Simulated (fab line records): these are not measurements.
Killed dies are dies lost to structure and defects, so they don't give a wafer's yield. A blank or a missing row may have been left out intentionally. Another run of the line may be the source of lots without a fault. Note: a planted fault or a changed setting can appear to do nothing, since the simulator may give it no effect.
fab line records | flow n5-finfet
record lots=14 wafers=42 last-day=20
route steps=1938 shown BEOL_M8@1388 BEOL_M9@1405
lots that met no fault: from a run of the same line without faults
start-h: hours from the record's opening day to when the first of the lot's shown wafers began | wait-h: how many hours have passed since the lot's step before this one | " same as the row above | L1.1+2: a row that stands for several wafers | - no value, or no start given | * or withheld: withheld | < > ~ a bound
route shown NAME@n: NAME is a module with steps in the file, n the number in the route of the first one | usual: average and standard deviation across the fault-free wafers | same: alike in all rows | chamber/n: place in a boat | sites: the reading at each site | _std_site: their standard deviation | _edge_site: mean of outer sites minus mean of inner sites | radius-mm: how far each site lies from the wafer's centre | mask NAME#n: copy n | behind: the tool/chamber that last shaped the wafer | hold: what put the lot on hold/how long, in hours/how the hold closed | device: the n, p or np transistor that did not switch | end of line: the route-end tests of the same wafers | a step without rows: its recipe alone | killed: not the wafer's yield, but the dies lost to structure and defects at the first sort | map: a wafer's dies, x killed, . not, _ none there
set.NAME: setting as actually run; set.NAME@STEP: the setting as run at that earlier step | model.NAME: the simulator's own value behind a step, which no gauge read
one table for each step of the route and one row for each wafer, over a sample of lots
services: from which hour (start-h, from the record's first day; less than 0 if before it) a tool's chamber was out of use, for how many hours, and why
## steps
# step N5_BEOL_M8_PRE_CLEAN_45
# recipe gas=H2/He time-s=30 temp-c=250
# usual heater-power-w=330/44
# columns lot.wafer tool chamber start-h wait-h heater-power-w
L679.1 pvd-sputter-01 - 252.86 0.0 331
L679.2 " - " " 316
L679.5 " - " " 326
L682.1 pvd-sputter-03 - 271.33 0.0 362
L682.4 " - " " 242
L682.5 " - " " 364
L683.1 pvd-sputter-02 - 279.94 0.0 295
L683.5 " - " " 277
L683.6 " - " " 347
L685.1 pvd-sputter-01 - 280.09 0.0 356
L685.5 " - " " 351
L685.6 " - " " 323
L684.1 pvd-sputter-03 - 283.53 0.0 323
L684.4 " - " " 251
L684.5 " - " " 358
L686.4 pvd-sputter-01 - 288.37 0.0 304
L686.5 " - " " 355
L686.6 " - " " 336
L688.4 pvd-sputter-01 - 293.99 0.0 325
L688.5 " - " " 356
L688.6 " - " " 427
L691.2 pvd-sputter-02 - 307.31 0.0 342
L691.4 " - " " 323
L691.6 " - " " 295
L689.1 pvd-sputter-03 - 314.47 0.0 360
L689.2 " - " " 327
L689.4 " - " " 365
L692.3 pvd-sputter-03 - 318.65 0.0 328
L692.4 " - " " 373
L692.6 " - " " 315
L694.1 pvd-sputter-02 - 322.51 0.0 295
L694.3 " - " " 327
L694.4 " - " " 269
L693.4 pvd-sputter-02 - 326.13 0.0 341
L693.5 " - " " 344
L693.6 " - " " 324
L701.2 pvd-sputter-03 - 357.03 0.0 244
L701.4 " - " " 362
L701.6 " - " " 242
L702.1 pvd-sputter-02 - 402.35 0.0 276
L702.2 " - " " 296
L702.6 " - " " 271
# step N5_BEOL_M8_ALD_77
# recipe material=TaN target-thk-a=20 temp-c=275 ald-precursor-family=PDMAT ald-co-reactant=NH3 pressure-torr=3 carrier-flow-sccm=1500 pulse-time-s=2 purge-time-s=3 co-reactant-purge-time-s=2 co-reactant-pulse-time-s=3 ald-cycles=40 precursor-vessel-temp-c=75 precursor-vessel-pressure-torr=26.25 precursor-vessel-carrier-sccm=1000
# usual heater-power-w=399/34 precursor-vessel-temp-c=75.01/0.14
# columns lot.wafer tool chamber start-h wait-h heater-power-w precursor-vessel-temp-c since-wet-clean-h
L679.1 ald-metal-02 3 253.15 0.3 379 75.07 1454
L679.2 " 2 " " 415 75.23 1454
L679.5 " 3 " " 393 74.86 -
L682.1 ald-metal-02 1 271.47 0.1 427 75.03 1473
L682.4 " 3 " " 396 74.91 1473
L682.5 " 0 " " 374 74.93 -
L683.1 ald-metal-04 0 280.00 0.0 440 75.07 4558
L683.5 " 2 " " 373 74.95 -
L683.6 " 3 " " 347 74.96 -
L685.1 ald-metal-02 2 280.16 0.0 417 74.96 1481
L685.5 " 0 " " 380 75.23 -
L685.6 " 3 " " 397 75.15 -
L684.1 ald-metal-01 3 283.63 0.1 421 75.11 3023
L684.4 " 2 " " 366 74.73 3023
L684.5 " 2 " " 371 75.07 -
L686.4 ald-metal-02 0 288.45 0.1 371 74.86 1490
L686.5 " 3 " " 387 74.98 -
L686.6 " 0 " " 381 74.90 -
L688.4 ald-metal-02 0 294.18 0.2 377 75.12 1495
L688.5 " 2 " " 408 74.75 -
L688.6 " 3 " " 389 74.92 -
L691.2 ald-metal-04 3 307.40 0.1 349 75.38 4586
L691.4 " 2 " " 372 74.97 4586
L691.6 " 3 " " 356 75.03 -
L689.1 ald-metal-01 0 314.55 0.1 354 74.90 3054
L689.2 " 2 " " 363 75.00 3054
L689.4 " 3 " " 437 74.97 3054
L692.3 ald-metal-02 1 318.71 0.0 429 74.89 1520
L692.4 " 2 " " 416 74.87 1520
L692.6 " 3 " " 386 74.99 -
L694.1 ald-metal-02 0 322.59 0.1 374 75.12 1524
L694.3 " 3 " " 380 74.86 1524
L694.4 " 1 " " 421 75.13 1524
L693.4 ald-metal-01 0 326.23 0.1 351 74.91 3066
L693.5 " 1 " " 369 75.42 -
L693.6 " 0 " " 351 75.13 -
L701.2 ald-metal-04 1 357.10 0.1 457 75.01 4635
L701.4 " 2 " " 364 75.29 4635
L701.6 " 0 " " 457 75.18 -
L702.1 ald-metal-02 3 402.53 0.2 410 75.08 1604
L702.2 " 0 " " 383 74.78 1604
L702.6 " 2 " " 397 75.07 -
# step N5_BEOL_M8_CMP_52
# recipe stop-on=SiCOH_lowk t-overpolish-s=6.9 down-force-psi=1 platen-rpm=50 clearing-platen-down-force-psi=1.5 clearing-platen-rpm=50 post-cmp-clean=cu-alkaline target-thk-nm=80 clearing-platen-pad-velocity-m-s=0.99484 pad-velocity-m-s=0.99484
# usual barrier-field-endpoint-s=28.9/0.61 motor-current-A=6.1/0.35 overpolish-run-s=6.901/0.0085 pad-life-wafers=1178/680 time-to-endpoint-s=63.3/2.5
# columns lot.wafer tool chamber start-h wait-h barrier-field-endpoint-s motor-current-A overpolish-run-s pad-life-wafers time-to-endpoint-s
L679.1 cmp-02 3 255.10 0.3 28.6 6.0 6.898 330 59.7
L679.2 " 1 " " 28.9 5.6 6.910 332 61.2
L679.5 " 3 " " 28.7 6.0 6.882 - 63.3
L682.1 cmp-01 0 273.06 0.3 28.5 6.7 6.905 1135 64.5
L682.4 " 1 " " 28.0 6.5 6.887 1136 61.2
L682.5 " 3 " " 29.1 5.6 6.902 - 62.7
L683.1 cmp-02 3 281.62 0.3 28.8 5.8 6.915 584 61.2
L683.5 " 1 " " 29.0 5.6 6.899 - 61.6
L683.6 " 2 " " 30.0 5.9 6.904 - 62.5
L685.1 cmp-04 3 281.82 0.3 27.9 6.2 6.915 1633 61.2
L685.5 " 2 " " 29.0 5.5 6.900 - 63.1
L685.6 " 3 " " 28.9 6.2 6.911 - 62.1
L684.1 cmp-04 3 284.70 0.3 29.0 6.0 6.901 1663 65.5
L684.4 " 1 " " 29.1 6.4 6.899 1665 65.3
L684.5 " 2 " " 30.2 5.9 6.901 - 68.3
L686.4 cmp-01 0 289.60 0.2 29.1 6.4 6.899 1269 65.6
L686.5 " 1 " " 29.8 6.1 6.900 - 67.8
L686.6 " 2 " " 30.1 6.5 6.901 - 70.7
L688.4 cmp-01 1 297.63 0.2 28.3 6.2 6.884 1335 59.0
L688.6 " 2 " " 28.6 6.3 6.892 - 62.2
L688.5 " 3 " " 28.0 6.0 6.908 - 61.4
L691.4 cmp-04 2 310.19 0.2 29.2 6.2 6.907 1872 66.5
L691.2 " 3 " " 28.3 5.9 6.912 1873 63.2
L691.6 " 2 " " 28.6 5.8 6.903 - 61.7
L689.2 cmp-02 2 315.91 0.2 28.8 6.1 6.885 853 64.7
L689.1 " 3 " " 28.2 6.0 6.914 854 61.4
L689.4 " 0 " " 29.9 6.3 6.901 855 64.9
L692.3 cmp-04 2 319.95 0.2 29.8 5.9 6.897 1958 66.1
L692.4 " 3 " " 29.1 6.1 6.901 1959 65.9
L692.6 " 0 " " 29.7 5.8 6.892 - 69.5
L694.4 cmp-04 3 323.80 0.2 29.5 6.3 6.915 2011 64.1
L694.3 " 0 " " 28.9 5.8 6.907 2012 67.1
L694.1 " 1 " " 29.1 6.4 6.890 2013 66.6
L693.4 cmp-01 1 328.25 0.2 29.5 6.3 6.893 1503 62.3
L693.5 " 2 " " 29.7 6.7 6.901 - 64.3
L693.6 " 3 " " 28.8 5.3 6.905 - 61.9
L701.4 cmp-04 2 358.37 0.1 29.0 6.5 6.908 228 64.3
L701.2 " 3 " " 27.4 6.4 6.908 229 62.9
L701.6 " 3 " " 28.3 6.1 6.902 - 61.4
L702.1 cmp-01 0 404.22 0.3 28.0 6.5 6.893 20 61.3
L702.2 " 1 " " 28.9 6.5 6.904 21 62.2
L702.6 " 2 " " 29.6 6.5 6.913 - 60.7
# step N5_BEOL_M9_HM_DEP_02
# recipe material=TiN target-thk-a=200 temp-c=25 chamber-pressure-pa=0.49996
# usual chamber-pressure-pa=0.4999/0.001 substrate-temp-c=25.00/0.1 throttle-valve-pct=29.6/1.5
# columns lot.wafer tool chamber start-h wait-h chamber-pressure-pa substrate-temp-c throttle-valve-pct
L679.1 pvd-sputter-01 - 257.44 0.7 0.4986 24.94 29.7
L679.2 " - " " 0.4993 24.85 28.9
L679.5 " - " " 0.4991 24.80 30.8
L682.1 pvd-sputter-02 - 275.26 1.1 0.4997 25.02 31.2
L682.4 " - " " 0.4992 25.07 31.2
L682.5 " - " " 0.5013 25.14 29.3
L683.1 pvd-sputter-03 - 284.07 0.9 0.5007 24.87 29.4
L683.5 " - " " 0.4987 24.87 32.5
L683.6 " - " " 0.5005 25.10 27.3
L685.1 pvd-sputter-03 - 284.17 0.8 0.5006 25.01 27.3
L685.5 " - " " 0.5015 24.91 27.5
L685.6 " - " " 0.4991 25.06 32.3
L684.1 pvd-sputter-01 - 287.43 1.6 0.5011 24.99 29.1
L684.4 " - " " 0.5003 24.92 31.0
L684.5 " - " " 0.4989 24.94 30.5
L686.4 pvd-sputter-02 - 292.14 1.5 0.5003 24.83 27.0
L686.5 " - " " 0.4995 24.87 29.1
L686.6 " - " " 0.5015 24.72 31.1
L688.4 pvd-sputter-03 - 299.28 0.5 0.5001 25.08 32.1
L688.5 " - " " 0.5006 25.06 29.4
L688.6 " - " " 0.5005 24.97 27.1
L691.2 pvd-sputter-03 - 311.75 0.4 0.4995 25.17 29.6
L691.4 " - " " 0.5005 25.02 27.1
L691.6 " - " " 0.4994 25.00 32.2
L689.1 pvd-sputter-02 - 318.33 1.3 0.4975 25.04 27.1
L689.2 " - " " 0.5001 24.89 31.2
L689.4 " - " " 0.4994 25.08 29.2
L692.3 pvd-sputter-02 - 322.17 1.2 - - -
L692.4 " - " " - - -
L692.6 " - " " - - -
L694.1 pvd-sputter-03 - 325.71 0.8 - - -
L694.3 " - " " - - -
L694.4 " - " " - - -
L693.4 pvd-sputter-02 - 329.67 0.4 0.5007 24.89 29.2
L693.5 " - " " 0.5002 25.20 31.3
L693.6 " - " " 0.4997 24.99 31.3
L701.2 pvd-sputter-03 - 360.38 0.9 0.5002 25.18 32.5
L701.4 " - " " 0.5022 25.13 29.7
L701.6 " - " " 0.5023 25.19 29.7
L702.1 pvd-sputter-01 - 406.05 0.6 0.4993 25.12 29.6
L702.2 " - " " 0.5003 25.23 28.8
L702.6 " - " " 0.4998 25.06 30.0
# step N5_BEOL_M9_HM_OPEN_17
# recipe chemistry=Cl2/BCl3 target-depth-a=200 overetch-a=60 target=TiN mask-material=SOC ion-energy-ev=150 pressure-mtorr=10 icp-w=1000 bias-w=126 Cl2_flow_sccm=53.25 bcl3-flow-sccm=21.75 Ar_flow_sccm=25
# usual drypump-motor-current-A=5.79/0.28 oes-product-au=0.67/0.11 throttle-valve-pct=22.00/0.25
# columns lot.wafer tool chamber start-h wait-h drypump-motor-current-A oes-product-au rf-hours-counter-h throttle-valve-pct
L679.1 rie-metal-02 0 258.57 0.0 5.65 0.59 84 21.67
L679.2 " 1 " " 5.35 0.81 4 22.33
L679.5 " 0 " " 5.66 0.59 - 21.68
L682.1 rie-metal-03 1 276.14 0.0 5.47 0.65 41 22.38
L682.4 " 0 " " 6.04 0.72 - 22.21
L682.5 " 1 " " 5.48 0.65 - 22.36
L683.1 rie-metal-01 1 285.13 0.0 6.15 0.87 0 21.89
L683.5 " 1 " " 6.16 0.86 - 21.89
L683.6 " 0 " " 5.93 0.60 - 22.13
L685.1 rie-metal-02 0 285.38 0.0 5.67 0.59 86 21.67
L685.5 " 0 " " 5.66 0.59 - 21.66
L685.6 " 1 " " 5.35 0.80 - 22.33
L684.1 rie-metal-02 1 288.30 0.0 5.36 0.79 7 22.34
L684.4 " 0 " " 5.66 0.59 - 21.68
L684.5 " 0 " " 5.65 0.59 - 21.66
L686.4 rie-metal-01 1 293.04 0.1 6.14 0.84 - 21.92
L686.5 " 0 " " 5.91 0.59 - 22.14
L686.6 " 1 " " 6.16 0.83 - 21.90
L688.4 rie-metal-01 0 300.17 0.1 5.93 0.59 - 22.13
L688.5 " 0 " " 5.94 0.59 - 22.14
L688.6 " 1 " " 6.15 0.84 - 21.90
L691.2 rie-metal-01 1 312.73 0.0 6.11 0.82 3 21.92
L691.4 " 0 " " 5.90 0.59 - 22.12
L691.6 " 1 " " 6.12 0.80 - 21.90
L689.1 rie-metal-02 0 319.59 0.0 5.66 0.59 91 21.68
L689.2 " 1 " " 5.33 0.78 10 22.34
L689.4 " 1 " " 5.33 0.78 - 22.34
L692.3 rie-metal-02 0 322.94 0.1 5.64 0.25 - 22.33
L692.4 " 1 " " 5.34 0.33 - 22.99
L692.6 " 0 " " 5.65 0.25 - 22.33
L694.1 rie-metal-01 1 326.57 0.0 6.14 0.35 5 22.56
L694.3 " 0 " " 5.91 0.26 - 22.77
L694.4 " 1 " " 6.13 0.35 - 22.57
L693.4 rie-metal-02 1 331.04 0.1 5.35 0.76 - 22.38
L693.5 " 1 " " 5.34 0.77 - 22.35
L693.6 " 0 " " 5.66 0.58 - 21.69
L701.2 rie-metal-02 0 361.60 0.1 5.68 0.57 - 21.70
L701.4 " 0 " " 5.67 0.57 - 21.72
L701.6 " 0 " " 5.67 0.57 - 21.69
L702.1 rie-metal-01 0 406.90 0.0 5.92 0.57 82 22.14
L702.2 " 1 " " 6.12 0.74 15 21.94
L702.6 " 1 " " 6.12 0.76 - 21.91
# step N5_BEOL_M9_CD_MEAS_18
# recipe pitch-nm=140 target-cd-nm=70
# usual cd-nm=69.9/0.53
# columns lot.wafer tool chamber start-h wait-h cd-nm
L679.1 cd-sem-03 - 258.80 0.0 70.1
L679.2 " - " " 70.4
L679.5 " - " " 69.7
L682.1 cd-sem-01 - 276.32 0.1 70.8
L682.4 " - " " 70.7
L682.5 " - " " 71.2
L683.1 cd-sem-01 - 285.47 0.1 69.6
L683.5 " - " " 69.1
L683.6 " - " " 70.0
L685.1 cd-sem-01 - 285.56 0.0 69.8
L685.5 " - " " 69.5
L685.6 " - " " 69.8
L684.1 cd-sem-01 - 288.57 0.0 69.4
L684.4 " - " " 70.2
L684.5 " - " " 69.6
L686.4 cd-sem-02 - 293.19 0.1 70.8
L686.5 " - " " 69.9
L686.6 " - " " 70.1
L688.4 cd-sem-01 - 300.33 0.0 70.0
L688.5 " - " " 68.7
L688.6 " - " " 69.9
L691.2 cd-sem-01 - 312.91 0.1 69.6
L691.4 " - " " 70.8
L691.6 " - " " 70.5
L689.1 cd-sem-01 - 319.79 0.1 70.1
L689.2 " - " " 70.3
L689.4 " - " " 69.7
L692.3 cd-sem-02 - 323.09 0.1 -
L692.4 " - " " -
L692.6 " - " " -
L694.1 cd-sem-01 - 326.85 0.0 -
L694.3 " - " " -
L694.4 " - " " -
L693.4 cd-sem-01 - 331.36 0.0 69.8
L693.5 " - " " 69.9
L693.6 " - " " 70.7
L701.2 cd-sem-03 - 361.85 0.1 70.3
L701.4 " - " " 69.8
L701.6 " - " " 69.8
L702.1 cd-sem-03 - 407.09 0.0 69.9
L702.2 " - " " 69.4
L702.6 " - " " 70.1
## services
# columns tool chamber start-h hours kind
cmp-01 - 236.00 6.8 pm
ald-metal-04 3 239.72 6.1 repair
rie-metal-03 1 246.75 18.7 repair
cmp-01 - 247.27 5.1 repair
rie-metal-01 1 263.38 - clean
rie-metal-01 1 263.38 21.6 scheduled-down
rie-metal-01 1 263.38 21.6 vent-cycle
cmp-04 - 271.62 3.2 repair
ald-metal-01 - 292.50 6.0 pm
cmp-04 - 312.23 2.6 repair
cmp-01 - 313.34 12.6 repair
cmp-04 - 325.66 4.0 pm
cmp-01 - 330.49 0.3 repair
rie-metal-01 0 332.37 4.0 repair
cmp-01 - 339.13 1.6 repair
ald-metal-01 2 350.55 34.0 repair
rie-metal-02 1 353.84 23.1 repair
ald-metal-01 3 355.62 8.0 repair
cmp-04 - 356.73 0.9 repair
pvd-sputter-03 - 358.43 1.8 repair
cmp-02 - 390.77 2.1 repair
cmp-02 - 396.60 0.4 repair
cmp-01 - 398.29 4.0 pm
pvd-sputter-03 - 400.31 4.1 repair
## key
first-sign step=N5_BEOL_M9_HM_DEP_02 reading=tool-record direction=missing
effect step=N5_BEOL_M9_HM_OPEN_17 reading=oes-product-au direction=down sigmas=3.5 usual=0.67 struck=0.30
effect step=N5_BEOL_M9_CD_MEAS_18 reading=cd-nm direction=missing
met-at N5_BEOL_M9_HM_DEP_02
struck-lots L692,L694
later-rows-left-out L692.3,L692.4,L692.6,L694.1,L694.3,L694.4
sort-left-out L692.3,L692.4,L692.6,L694.1,L694.3,L694.4
not-acting-at N5_BEOL_M8_PRE_CLEAN_45,N5_BEOL_M8_ALD_77,N5_BEOL_M8_CMP_52
onset-between 318.33 322.17
fault kind=skipped-step-whole tool=pvd-sputter-02,pvd-sputter-03 chamber=- onset-h=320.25 steps=N5_BEOL_M9_HM_DEP_02 scope=struck-lots-only
# sort-left-out: the simulated sort isn't trusted on such a fault, so these wafers' sort isn't shown, and their yield isn't known
# later-rows-left-out: the simulator's readings of these wafers behind a module that went badly wrong aren't trusted and aren't shown, but for the sort
